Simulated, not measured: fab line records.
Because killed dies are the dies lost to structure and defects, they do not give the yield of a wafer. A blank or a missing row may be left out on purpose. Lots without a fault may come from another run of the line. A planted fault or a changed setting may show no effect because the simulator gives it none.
fab line records	flow n5Finfet
record: lots: 24	wafers: 72	lastDay: 19
route steps=1938 shown BEOL_M12@1634 BEOL_M13@1698
lots that met no fault: from a run of the same line without faults
startH: hours from the record's first day to the start of the lot's first wafer shown	waitH: how many hours have passed since the lot's step before this one	" repeats the value in the row above	L1.1+2: one row covering several wafers at once	- no value, or no start was given	* or withheld: withheld	< > ~ a bound
route shown NAME@n: NAME is a module with steps in the file, n the number in the route of the first one	usual: the fault-free wafers' mean and standard deviation	same: alike in all rows	chamber/n: place in a boat	sites: the reading at each site	_std_site: how widely they spread, as a standard deviation	_edge_site: the outer-site mean with the inner-site mean subtracted	radiusMm: for every site, how far away it sits from the centre of the wafer	mask NAME#n: copy n	behind: the tool/chamber that last shaped the wafer	hold: reason for holding the lot/hours on hold/outcome of the hold	device: the n, p or np transistor that did not switch	end of line: at the end of the route, the tests of the same wafers	for a step that has no rows: nothing shown but its recipe	killed: not the wafer's yield, but the dies lost to structure and defects at the first sort	map: dies across one wafer; x = killed, . = not, _ = none there
set.NAME: the setting that was run; set.NAME@STEP: the one run at that earlier step	model.NAME: the simulator's own value behind a step, which no gauge read
a sample of lots followed through the steps of the route, with each step as a table and each wafer as a row
services: when a tool's chamber went out of use (startH, in hours from the record's first day, below 0 if earlier), for how many hours, and the reason
== steps ==
step: N5_BEOL_M12_INSPECT_30
recipe: mode: adi	inspectInstrument: macro
usual: rawDefectCount: 2.1/1.5
lot.wafer	tool	chamber	startH	waitH	rawDefectCount
L074.1	defectInspect-01	-	268.10	0.0	2
L074.4	"	-	"	"	1
L074.6	"	-	"	"	1
L076.3	defectInspect-02	-	268.40	0.0	2
L076.4	"	-	"	"	6
L076.6	"	-	"	"	1
L075.2	defectInspect-01	-	271.80	0.0	0
L075.4	"	-	"	"	3
L075.6	"	-	"	"	0
L077.4	defectInspect-02	-	275.64	0.0	1
L077.5	"	-	"	"	1
L077.6	"	-	"	"	2
L078.1	defectInspect-02	-	275.89	0.0	2
L078.3	"	-	"	"	4
L078.5	"	-	"	"	3
L079.2	defectInspect-01	-	293.88	0.0	0
L079.5	"	-	"	"	1
L079.6	"	-	"	"	2
L081.3	defectInspect-01	-	300.37	0.0	3
L081.5	"	-	"	"	3
L081.6	"	-	"	"	5
L080.1	defectInspect-01	-	305.90	0.0	3
L080.2	"	-	"	"	1
L080.4	"	-	"	"	1
L082.1	defectInspect-01	-	308.55	0.0	3
L082.3	"	-	"	"	3
L082.4	"	-	"	"	1
L083.1	defectInspect-02	-	310.99	0.0	3
L083.4	"	-	"	"	1
L083.6	"	-	"	"	3
L084.1	defectInspect-02	-	315.12	0.0	3
L084.3	"	-	"	"	4
L084.4	"	-	"	"	2
L085.2	defectInspect-02	-	329.89	0.0	3
L085.4	"	-	"	"	3
L085.5	"	-	"	"	3
L086.1	defectInspect-01	-	344.77	0.0	1
L086.2	"	-	"	"	0
L086.3	"	-	"	"	1
L089.1	defectInspect-01	-	349.32	0.0	3
L089.3	"	-	"	"	2
L089.6	"	-	"	"	2
L088.1	defectInspect-01	-	354.72	0.0	1
L088.3	"	-	"	"	2
L088.4	"	-	"	"	6
L091.1	defectInspect-01	-	355.92	0.0	1
L091.3	"	-	"	"	1
L091.4	"	-	"	"	2
L087.2	defectInspect-01	-	356.09	0.0	2
L087.4	"	-	"	"	0
L087.6	"	-	"	"	0
L090.1	defectInspect-02	-	372.85	0.0	1
L090.2	"	-	"	"	3
L090.4	"	-	"	"	4
L092.2	defectInspect-01	-	377.03	0.0	2
L092.3	"	-	"	"	2
L092.5	"	-	"	"	5
L095.1	defectInspect-02	-	392.49	0.0	3
L095.2	"	-	"	"	1
L095.3	"	-	"	"	2
L094.2	defectInspect-01	-	396.53	0.0	0
L094.5	"	-	"	"	0
L094.6	"	-	"	"	5
L093.1	defectInspect-01	-	396.72	0.0	0
L093.2	"	-	"	"	2
L093.6	"	-	"	"	2
L096.1	defectInspect-01	-	413.51	0.0	4
L096.2	"	-	"	"	3
L096.6	"	-	"	"	1
L097.1	defectInspect-02	-	422.26	0.0	2
L097.3	"	-	"	"	2
L097.5	"	-	"	"	6
step: N5_BEOL_M12_ETCH_67
recipe: chemistry: CF4	target: SiARC	targetDepthA: 1430	timeS: 238.3	ionEnergyEv: 80	pressureMtorr: 40	sourceW: 545	biasW: 36	Ar_flow_sccm: 100	cf4FlowSccm: 100	ends: cleared
usual: drypumpMotorCurrentA: 5.5/0.6	etchRfOnTimeS: 234/4.7	mfcArSccm: 100.0/0.32	oesProductAu: 0.69/0.058	rfVppV: 184.1/1.1	showerheadPlenumPTorr: 2.16/0.075	throttleValvePct: 15.60/0.22
lot.wafer	tool	chamber	startH	waitH	drypumpMotorCurrentA	etchRfOnTimeS	mfcArSccm	oesProductAu	rfHoursCounterH	rfVppV	showerheadPlenumPTorr	throttleValvePct
L074.1	rieDiel-05	2	269.05	0.0	6.6	231	100.0	0.70	85	183.4	2.16	15.42
L074.4	"	0	"	"	5.1	239	99.9	0.71	74	184.1	2.18	15.46
L074.6	"	2	"	"	6.6	229	100.0	0.71	-	184.8	2.16	15.40
L076.3	rieDiel-03	1	269.72	0.0	4.7	237	100.4	0.69	89	182.9	2.07	15.73
L076.4	"	0	"	"	5.7	232	100.8	0.77	36	185.6	2.27	15.52
L076.6	"	2	"	"	5.1	228	99.5	0.70	-	184.2	2.08	15.60
L075.2	rieDiel-04	1	271.87	0.0	6.3	235	100.1	0.74	45	183.2	2.18	15.24
L075.4	"	0	"	"	6.2	242	99.5	0.60	221	184.1	2.13	16.06
L075.6	"	3	"	"	6.2	244	99.5	0.62	-	184.8	2.22	15.94
L077.4	rieDiel-03	2	275.71	0.0	5.1	225	100.5	0.70	93	184.7	2.08	15.60
L077.5	"	2	"	"	5.1	226	100.5	0.69	-	184.9	2.08	15.62
L077.6	"	3	"	"	5.1	239	100.0	0.71	-	182.2	2.09	15.40
L078.1	rieDiel-05	2	276.00	0.0	6.6	229	99.9	0.70	88	183.3	2.16	15.41
L078.3	"	0	"	"	5.1	237	100.2	0.71	77	183.3	2.17	15.47
L078.5	"	1	"	"	5.5	238	100.1	0.61	-	184.2	2.21	15.98
L079.2	rieDiel-03	1	293.94	0.0	4.7	237	99.8	0.67	98	183.3	2.07	15.75
L079.5	"	2	"	"	5.1	230	99.8	0.69	-	183.0	2.08	15.63
L079.6	"	3	"	"	5.1	238	100.3	0.70	-	182.1	2.09	15.43
L081.3	rieDiel-04	0	300.44	0.0	6.2	238	100.1	0.60	229	183.7	2.13	16.07
L081.5	"	3	"	"	6.2	242	100.4	0.61	-	186.4	2.21	15.96
L081.6	"	2	"	"	4.9	228	100.4	0.79	-	184.8	2.29	15.43
L080.1	rieDiel-05	2	305.97	0.0	6.6	230	100.1	0.69	97	184.6	2.15	15.41
L080.2	"	3	"	"	5.7	235	100.1	0.68	98	182.4	2.07	15.46
L080.4	"	0	"	"	5.1	239	100.3	0.70	86	185.6	2.17	15.48
L082.1	rieDiel-03	1	308.62	0.0	4.7	236	100.3	0.68	104	184.1	2.07	15.78
L082.3	"	0	"	"	5.7	236	99.5	0.74	50	184.9	2.27	15.56
L082.4	"	3	"	"	5.1	242	100.4	0.70	75	183.3	2.09	15.45
L083.1	rieDiel-05	2	311.06	0.0	6.6	229	99.9	0.68	99	185.6	2.15	15.43
L083.4	"	3	"	"	5.7	232	100.1	0.68	101	183.3	2.07	15.47
L083.6	"	3	"	"	5.7	232	100.3	0.68	-	182.6	2.07	15.47
L084.1	rieDiel-04	1	315.19	0.0	6.3	236	100.0	0.72	58	183.8	2.18	15.27
L084.3	"	0	"	"	6.2	239	100.2	0.59	235	183.6	2.12	16.08
L084.4	"	2	"	"	4.9	226	100.0	0.78	31	184.7	2.29	15.44
L085.2	rieDiel-03	0	330.04	0.0	5.7	238	99.7	0.72	60	185.3	2.26	15.58
L085.4	"	2	"	"	5.1	231	100.1	0.68	-	184.3	2.07	15.65
L085.5	"	1	"	"	4.7	237	100.2	0.67	-	184.4	2.06	15.78
L086.1	rieDiel-05	2	344.90	0.0	6.6	229	100.6	0.67	110	184.6	2.15	15.46
L086.2	"	1	"	"	5.5	240	100.4	0.59	242	183.9	2.20	16.05
L086.3	"	0	"	"	5.1	234	99.8	0.69	101	184.3	2.17	15.51
L089.1	rieDiel-04	1	349.38	0.0	6.3	237	100.1	0.70	70	184.3	2.17	15.29
L089.3	"	2	"	"	4.9	233	100.8	0.76	42	185.3	2.28	15.47
L089.6	"	1	"	"	6.3	236	99.6	0.71	-	184.2	2.17	15.29
L088.1	rieDiel-04	0	354.93	0.0	6.1	240	100.0	0.58	250	182.8	2.12	16.09
L088.3	"	1	"	"	6.3	235	100.0	0.71	72	183.9	2.17	15.29
L088.4	"	2	"	"	4.9	233	100.0	0.75	44	185.4	2.28	15.47
L091.1	rieDiel-04	1	356.20	0.0	6.3	235	100.4	0.71	73	185.2	2.17	15.29
L091.3	"	3	"	"	6.2	244	100.0	0.60	238	181.7	2.21	16.01
L091.4	"	2	"	"	4.9	231	99.7	0.76	-	185.6	2.28	15.46
L087.2	rieDiel-03	1	356.34	0.0	4.7	238	100.4	0.65	122	182.6	2.06	15.82
L087.4	"	2	"	"	5.1	230	100.5	0.67	123	182.4	2.07	15.66
L087.6	"	2	"	"	5.1	229	100.4	0.67	-	182.0	2.07	15.66
L090.1	rieDiel-03	3	373.31	0.0	5.1	239	99.7	0.69	91	184.3	2.08	15.45
L090.2	"	0	"	"	5.7	234	99.5	0.73	73	185.2	2.26	15.60
L090.4	"	2	"	"	5.1	227	99.5	0.66	128	183.5	2.07	15.67
L092.2	rieDiel-03	0	377.14	0.0	5.7	235	100.0	0.71	74	185.5	2.26	15.58
L092.3	"	3	"	"	5.1	239	100.1	0.68	92	182.9	2.08	15.48
L092.5	"	0	"	"	5.7	236	99.9	0.71	-	185.0	2.26	15.60
L095.1	rieDiel-04	1	392.56	0.0	6.3	231	99.9	0.70	88	185.3	2.17	15.31
L095.2	"	2	"	"	4.9	228	99.9	0.74	59	183.8	2.28	15.50
L095.3	"	0	"	"	6.2	233	99.4	0.82	8	183.1	2.12	15.60
L094.2	rieDiel-04	2	396.85	0.0	4.9	229	100.3	0.73	61	185.9	2.28	15.50
L094.5	"	1	"	"	6.3	231	100.2	0.71	-	184.6	2.17	15.32
L094.6	"	0	"	"	6.2	230	99.9	0.81	-	185.7	2.12	15.61
L093.1	rieDiel-05	3	397.15	0.0	5.7	236	100.9	0.64	133	182.9	2.06	15.55
L093.2	"	1	"	"	5.5	228	100.2	0.85	2	183.4	2.20	15.56
L093.6	"	2	"	"	6.6	230	100.0	0.66	-	184.1	2.14	15.50
L096.1	rieDiel-03	0	414.22	0.0	5.7	232	100.4	0.70	88	185.0	2.25	15.62
L096.2	"	3	"	"	5.1	234	100.0	0.67	105	181.8	2.08	15.49
L096.6	"	1	"	"	4.7	233	99.7	0.65	-	182.2	2.06	15.84
L097.1	rieDiel-05	0	422.40	0.0	5.1	235	100.3	0.66	129	183.7	2.16	15.56
L097.3	"	1	"	"	5.5	226	100.2	0.83	11	185.6	2.20	15.59
L097.5	"	1	"	"	5.5	227	100.6	0.82	-	185.7	2.20	15.59
step: N5_BEOL_M12_SPUTTER_43
recipe: material: TaN	targetThkA: 150	tempC: 50	biasV: 168.6	powerW: 15000	chamberPressurePa: 0.12	timeS: 24.19
usual: throttleValvePct: 30.2/1.1
lot.wafer	tool	chamber	startH	waitH	throttleValvePct
L074.1	pvdSputter-01	-	271.88	0.0	30.9
L074.4	"	-	"	"	29.0
L074.6	"	-	"	"	32.2
L076.3	pvdSputter-01	-	272.38	0.0	28.7
L076.4	"	-	"	"	30.9
L076.6	"	-	"	"	32.2
L075.2	pvdSputter-03	-	273.23	0.0	28.3
L075.4	"	-	"	"	30.7
L075.6	"	-	"	"	29.7
L077.4	pvdSputter-02	-	278.67	0.0	30.2
L077.5	"	-	"	"	28.9
L077.6	"	-	"	"	29.4
L078.1	pvdSputter-03	-	278.67	0.0	28.6
L078.3	"	-	"	"	29.5
L078.5	"	-	"	"	30.5
L079.2	pvdSputter-01	-	301.70	0.0	30.9
L079.5	"	-	"	"	29.1
L079.6	"	-	"	"	31.2
L081.3	pvdSputter-01	-	302.68	0.0	32.3
L081.5	"	-	"	"	32.0
L081.6	"	-	"	"	30.9
L080.1	pvdSputter-01	-	307.64	0.0	31.2
L080.2	"	-	"	"	31.1
L080.4	"	-	"	"	32.3
L082.1	pvdSputter-02	-	311.87	0.0	29.3
L082.3	"	-	"	"	29.2
L082.4	"	-	"	"	30.4
L083.1	pvdSputter-03	-	313.77	0.0	30.6
L083.4	"	-	"	"	29.4
L083.6	"	-	"	"	29.3
L084.1	pvdSputter-03	-	319.43	0.0	30.7
L084.3	"	-	"	"	28.4
L084.4	"	-	"	"	29.6
L085.2	pvdSputter-01	-	331.50	0.0	29.1
L085.4	"	-	"	"	30.9
L085.5	"	-	"	"	32.2
L086.1	pvdSputter-02	-	346.09	0.0	29.7
L086.2	"	-	"	"	29.4
L086.3	"	-	"	"	30.1
L089.1	pvdSputter-02	-	351.32	0.0	29.2
L089.3	"	-	"	"	30.7
L089.6	"	-	"	"	30.4
L088.1	pvdSputter-01	-	356.90	0.0	32.1
L088.3	"	-	"	"	29.2
L088.4	"	-	"	"	31.1
L091.1	pvdSputter-01	-	360.24	0.0	30.9
L091.3	"	-	"	"	28.9
L091.4	"	-	"	"	32.5
L087.2	pvdSputter-02	-	360.34	0.0	29.2
L087.4	"	-	"	"	30.2
L087.6	"	-	"	"	30.1
L090.1	pvdSputter-03	-	375.05	0.0	30.4
L090.2	"	-	"	"	28.3
L090.4	"	-	"	"	29.6
L092.2	pvdSputter-02	-	379.62	0.0	30.3
L092.3	"	-	"	"	29.5
L092.5	"	-	"	"	29.8
L095.1	pvdSputter-03	-	393.94	0.0	29.7
L095.2	"	-	"	"	30.8
L095.3	"	-	"	"	28.3
L094.2	pvdSputter-01	-	398.98	0.0	31.9
L094.5	"	-	"	"	31.2
L094.6	"	-	"	"	29.0
L093.1	pvdSputter-03	-	399.10	0.0	29.9
L093.2	"	-	"	"	30.6
L093.6	"	-	"	"	29.7
L096.1	pvdSputter-01	-	415.11	0.0	31.1
L096.2	"	-	"	"	32.1
L096.6	"	-	"	"	31.1
L097.1	pvdSputter-03	-	424.72	0.0	29.4
L097.3	"	-	"	"	29.7
L097.5	"	-	"	"	30.6
step: N5_BEOL_M12_DEP_53
recipe: material: SiCN	targetThkA: 300	tempC: withheld	precursor: 3MS/NH3	pressureTorr: 3	rfW: 675	timeS: 10.5
usual: showerheadPlenumPTorr: 4.171/0.011	throttleValvePct: 18.0/0.81
lot.wafer	tool	chamber	startH	waitH	showerheadPlenumPTorr	throttleValvePct
L074.1	pecvd-02	0	272.95	0.0	4.180	17.1
L074.4	"	2	"	"	4.151	17.5
L074.6	"	1	"	"	4.185	17.4
L076.3	pecvd-01	2	273.45	0.0	4.190	16.9
L076.4	"	0	"	"	4.167	19.8
L076.6	"	1	"	"	4.168	19.1
L075.2	pecvd-04	2	274.30	0.0	4.185	18.1
L075.4	"	0	"	"	4.178	17.7
L075.6	"	1	"	"	4.165	17.5
L077.4	pecvd-04	2	280.37	0.0	4.165	18.4
L077.5	"	0	"	"	4.182	17.5
L077.6	"	1	"	"	4.161	18.0
L078.1	pecvd-02	1	280.52	0.0	4.181	17.5
L078.3	"	0	"	"	4.160	17.3
L078.5	"	1	"	"	4.190	17.6
L079.2	pecvd-04	1	302.77	0.0	4.174	17.8
L079.5	"	2	"	"	4.193	18.3
L079.6	"	0	"	"	4.176	17.4
L081.3	pecvd-01	2	303.75	0.0	4.172	17.1
L081.5	"	2	"	"	4.170	17.1
L081.6	"	1	"	"	4.180	18.8
L080.1	pecvd-04	1	308.71	0.0	4.163	17.8
L080.2	"	2	"	"	4.177	18.3
L080.4	"	2	"	"	4.182	18.3
L082.1	pecvd-01	1	312.94	0.0	4.182	19.0
L082.3	"	0	"	"	4.168	19.4
L082.4	"	1	"	"	4.175	18.8
L083.1	pecvd-01	0	314.84	0.0	4.165	19.5
L083.4	"	0	"	"	4.180	19.6
L083.6	"	2	"	"	4.184	16.8
L084.1	pecvd-04	0	320.51	0.0	4.179	17.4
L084.3	"	2	"	"	4.172	18.4
L084.4	"	2	"	"	4.178	18.7
L085.2	pecvd-04	1	332.82	0.0	4.167	18.1
L085.4	"	1	"	"	4.172	17.7
L085.5	"	0	"	"	4.174	17.7
L086.1	pecvd-01	1	347.17	0.0	4.169	18.8
L086.2	"	0	"	"	4.162	19.4
L086.3	"	2	"	"	4.177	17.0
L089.1	pecvd-04	1	352.40	0.0	4.164	17.6
L089.3	"	0	"	"	4.178	17.7
L089.6	"	1	"	"	4.165	17.8
L088.1	pecvd-04	1	357.98	0.0	4.174	17.8
L088.3	"	2	"	"	4.174	18.1
L088.4	"	2	"	"	4.176	18.7
L091.1	pecvd-02	0	361.32	0.0	4.177	17.4
L091.3	"	1	"	"	4.194	17.2
L091.4	"	1	"	"	4.185	17.1
L087.2	pecvd-01	2	361.41	0.0	4.183	17.1
L087.4	"	1	"	"	4.174	18.9
L087.6	"	2	"	"	4.170	17.0
L090.1	pecvd-02	2	378.90	0.0	4.148	17.6
L090.2	"	1	"	"	4.191	17.2
L090.4	"	0	"	"	4.177	17.2
L092.2	pecvd-04	0	382.22	0.0	4.180	17.6
L092.3	"	1	"	"	4.157	18.0
L092.5	"	2	"	"	4.178	18.7
L095.1	pecvd-01	0	397.53	0.0	4.163	19.6
L095.2	"	1	"	"	4.177	18.8
L095.3	"	2	"	"	4.173	17.0
L094.2	pecvd-04	2	400.08	0.0	4.173	18.6
L094.5	"	0	"	"	4.174	17.6
L094.6	"	2	"	"	4.178	18.6
L093.1	pecvd-01	0	400.91	0.0	4.161	19.6
L093.2	"	2	"	"	4.181	16.9
L093.6	"	0	"	"	4.163	19.5
L096.1	pecvd-02	0	416.62	0.0	4.170	17.3
L096.2	"	1	"	"	4.188	17.3
L096.6	"	0	"	"	4.178	17.4
L097.1	pecvd-04	0	425.81	0.0	4.181	17.8
L097.3	"	2	"	"	4.182	18.8
L097.5	"	0	"	"	4.173	17.8
step: N5_BEOL_M12_INSPECT_55
recipe: inspectInstrument: darkfield	mode: postDep
usual: rawDefectCount: 68/20
lot.wafer	tool	chamber	startH	waitH	rawDefectCount
L074.1	defectInspect-02	-	273.04	0.0	55
L074.4	"	-	"	"	87
L074.6	"	-	"	"	79
L076.3	defectInspect-02	-	273.55	0.0	67
L076.4	"	-	"	"	25
L076.6	"	-	"	"	54
L075.2	defectInspect-02	-	274.39	0.0	78
L075.4	"	-	"	"	51
L075.6	"	-	"	"	74
L077.4	defectInspect-02	-	280.44	0.0	73
L077.5	"	-	"	"	23
L077.6	"	-	"	"	118
L078.1	defectInspect-01	-	280.61	0.0	99
L078.3	"	-	"	"	60
L078.5	"	-	"	"	49
L079.2	defectInspect-02	-	302.86	0.0	37
L079.5	"	-	"	"	71
L079.6	"	-	"	"	45
L081.3	defectInspect-01	-	303.84	0.0	47
L081.5	"	-	"	"	63
L081.6	"	-	"	"	63
L080.1	defectInspect-01	-	308.80	0.0	43
L080.2	"	-	"	"	45
L080.4	"	-	"	"	69
L082.1	defectInspect-01	-	313.03	0.0	62
L082.3	"	-	"	"	77
L082.4	"	-	"	"	58
L083.1	defectInspect-01	-	314.93	0.0	96
L083.4	"	-	"	"	102
L083.6	"	-	"	"	79
L084.1	defectInspect-01	-	320.60	0.0	48
L084.3	"	-	"	"	51
L084.4	"	-	"	"	49
L085.2	defectInspect-02	-	332.91	0.0	74
L085.4	"	-	"	"	54
L085.5	"	-	"	"	96
L086.1	defectInspect-01	-	347.25	0.0	136
L086.2	"	-	"	"	56
L086.3	"	-	"	"	67
L089.1	defectInspect-01	-	352.49	0.0	63
L089.3	"	-	"	"	66
L089.6	"	-	"	"	70
L088.1	defectInspect-01	-	358.07	0.0	67
L088.3	"	-	"	"	50
L088.4	"	-	"	"	62
L091.1	defectInspect-02	-	361.40	0.0	55
L091.3	"	-	"	"	52
L091.4	"	-	"	"	79
L087.2	defectInspect-02	-	361.50	0.0	109
L087.4	"	-	"	"	94
L087.6	"	-	"	"	99
L090.1	defectInspect-01	-	378.99	0.0	86
L090.2	"	-	"	"	64
L090.4	"	-	"	"	62
L092.2	defectInspect-01	-	382.31	0.0	70
L092.3	"	-	"	"	52
L092.5	"	-	"	"	56
L095.1	defectInspect-01	-	397.62	0.0	39
L095.2	"	-	"	"	52
L095.3	"	-	"	"	54
L094.2	defectInspect-01	-	400.18	0.0	78
L094.5	"	-	"	"	84
L094.6	"	-	"	"	87
L093.1	defectInspect-01	-	401.00	0.0	55
L093.2	"	-	"	"	87
L093.6	"	-	"	"	68
L096.1	defectInspect-01	-	416.71	0.0	94
L096.2	"	-	"	"	45
L096.6	"	-	"	"	84
L097.1	defectInspect-02	-	425.91	0.0	131
L097.3	"	-	"	"	73
L097.5	"	-	"	"	73
step: N5_BEOL_M13_OCD_MEAS_35
usual: trenchDepthNm: 410/7.2
lot.wafer	tool	chamber	startH	waitH	trenchDepthNm
L074.1	ocd-02	-	275.28	0.0	411
L074.4	"	-	"	"	418
L074.6	"	-	"	"	423
L076.3	ocd-01	-	275.90	0.0	412
L076.4	"	-	"	"	416
L076.6	"	-	"	"	410
L075.2	ocd-02	-	276.62	0.0	409
L075.4	"	-	"	"	405
L075.6	"	-	"	"	403
L077.4	ocd-01	-	282.94	0.0	420
L077.5	"	-	"	"	409
L077.6	"	-	"	"	404
L078.1	ocd-02	-	283.11	0.0	405
L078.3	"	-	"	"	404
L078.5	"	-	"	"	404
L079.2	ocd-01	-	305.09	0.0	401
L079.5	"	-	"	"	402
L079.6	"	-	"	"	409
L081.3	ocd-01	-	306.10	0.0	424
L081.5	"	-	"	"	415
L081.6	"	-	"	"	427
L080.1	ocd-01	-	311.03	0.0	428
L080.2	"	-	"	"	415
L080.4	"	-	"	"	412
L082.1	ocd-01	-	315.14	0.0	391
L082.3	"	-	"	"	410
L082.4	"	-	"	"	396
L083.1	ocd-01	-	317.16	0.0	404
L083.4	"	-	"	"	400
L083.6	"	-	"	"	410
L084.1	ocd-01	-	322.95	0.0	418
L084.3	"	-	"	"	417
L084.4	"	-	"	"	408
L085.2	ocd-01	-	335.39	0.0	406
L085.4	"	-	"	"	424
L085.5	"	-	"	"	403
L086.1	ocd-01	-	350.23	0.0	414
L086.2	"	-	"	"	410
L086.3	"	-	"	"	408
L089.1	ocd-01	-	354.84	0.0	406
L089.3	"	-	"	"	403
L089.6	"	-	"	"	399
L088.1	ocd-01	-	360.32	0.0	405
L088.3	"	-	"	"	412
L088.4	"	-	"	"	409
L091.1	ocd-02	-	363.71	0.0	398
L091.3	"	-	"	"	411
L091.4	"	-	"	"	404
L087.2	ocd-01	-	363.98	0.0	408
L087.4	"	-	"	"	411
L087.6	"	-	"	"	410
L090.1	ocd-02	-	381.25	0.0	413
L090.2	"	-	"	"	410
L090.4	"	-	"	"	415
L092.2	ocd-01	-	384.45	0.0	407
L092.3	"	-	"	"	417
L092.5	"	-	"	"	419
L095.1	ocd-01	-	400.04	0.0	409
L095.2	"	-	"	"	413
L095.3	"	-	"	"	405
L094.2	ocd-01	-	402.60	0.0	396
L094.5	"	-	"	"	399
L094.6	"	-	"	"	410
L093.1	ocd-02	-	403.35	0.0	410
L093.2	"	-	"	"	410
L093.6	"	-	"	"	399
L096.1	ocd-01	-	418.95	0.0	409
L096.2	"	-	"	"	397
L096.6	"	-	"	"	403
L097.1	ocd-02	-	428.13	0.0	412
L097.3	"	-	"	"	422
L097.5	"	-	"	"	418
== services ==
tool	chamber	startH	hours	kind
pecvd-01	1	257.34	4.4	repair
pecvd-01	0	261.67	2.1	scheduledDown
rieDiel-04	0	267.86	1.3	repair
pecvd-01	-	283.93	1.5	repair
pecvd-04	2	295.10	2.1	scheduledDown
rieDiel-03	-	317.11	0.4	repair
rieDiel-03	-	340.17	4.3	pm
rieDiel-04	0	355.39	-	clean
rieDiel-04	0	355.39	-	consumableReplace:focusRing
pecvd-04	0	360.53	5.8	repair
rieDiel-05	1	364.60	-	clean
pecvd-01	2	381.79	3.1	repair
pecvd-04	1	383.62	-	clean
pecvd-04	1	383.62	-	consumableReplace:showerhead
pecvd-04	1	383.62	29.0	scheduledDown
pecvd-04	1	383.62	29.0	ventCycle
rieDiel-04	3	385.64	-	clean
rieDiel-04	3	385.64	-	consumableReplace:focusRing
rieDiel-04	3	385.64	13.7	scheduledDown
rieDiel-04	3	385.64	13.7	ventCycle
pecvd-01	2	385.67	5.5	scheduledDown
rieDiel-04	-	386.34	1.0	repair
pecvd-02	-	407.41	1.8	repair
pecvd-01	1	423.60	5.0	scheduledDown
== key ==
fault none
